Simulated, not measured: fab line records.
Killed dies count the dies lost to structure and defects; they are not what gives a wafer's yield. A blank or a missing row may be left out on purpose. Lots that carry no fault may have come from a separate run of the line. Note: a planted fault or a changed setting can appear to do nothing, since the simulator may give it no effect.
Chamber matching :: flow n5 finfet :: N5_BEOL_M0_SAQP_MANDREL_ETCH_20 on rie si-06: 4 sister chambers
The step etches a-Si in HBr/Cl2, stops on SiNx, target depth 60 nm, bt time 10 s, time 30 s. 4 wafers are shown with their chamber, then 7 later ones without.

WAFERS PAIRED WITH THEIR CHAMBERS
wafer: L088.3
chamber: 0
throttle valve pct (%): 36.08

wafer: L088.4
chamber: 1
throttle valve pct (%): 35.52

wafer: L095.1
chamber: 3
throttle valve pct (%): 35.10

wafer: L095.3
chamber: 2
throttle valve pct (%): 35.32

WAFERS MISSING THEIR CHAMBER
wafer: L095.5
throttle valve pct (%): 35.30

wafer: L096.1
throttle valve pct (%): 35.11

wafer: L096.2
throttle valve pct (%): 35.58

wafer: L096.3
throttle valve pct (%): 35.33

wafer: L097.2
throttle valve pct (%): 36.10

wafer: L097.4
throttle valve pct (%): 35.10

wafer: L097.6
throttle valve pct (%): 35.09

CHAMBER TAKEN BY EACH
wafer: L095.5
from the rows above: 2
in truth: 2

wafer: L096.1
from the rows above: 3
in truth: 3

wafer: L096.2
from the rows above: 1
in truth: 1

wafer: L096.3
from the rows above: 2
in truth: 2

wafer: L097.2
from the rows above: 0
in truth: 0

wafer: L097.4
from the rows above: 3
in truth: 3

wafer: L097.6
from the rows above: 3
in truth: 3
Correctly placed: 7 of 7. Number that these rows cannot place: 0. 0 placed wrongly.
How it was worked out, from the rows above alone: a wafer's distance from a chamber is the root of the sum, over the readings, of the square of ((its reading less the chamber's mean) divided by the reading's scatter). If the next closest chamber is less than 2 further off than the closest, the wafer can't be placed; otherwise it belongs to the closest. For every chamber, the mean is computed from those of its wafers that are shown. The scatter: with one shown wafer a chamber, the root of the mean of the squares of how far each hidden wafer lies from its nearest shown one.
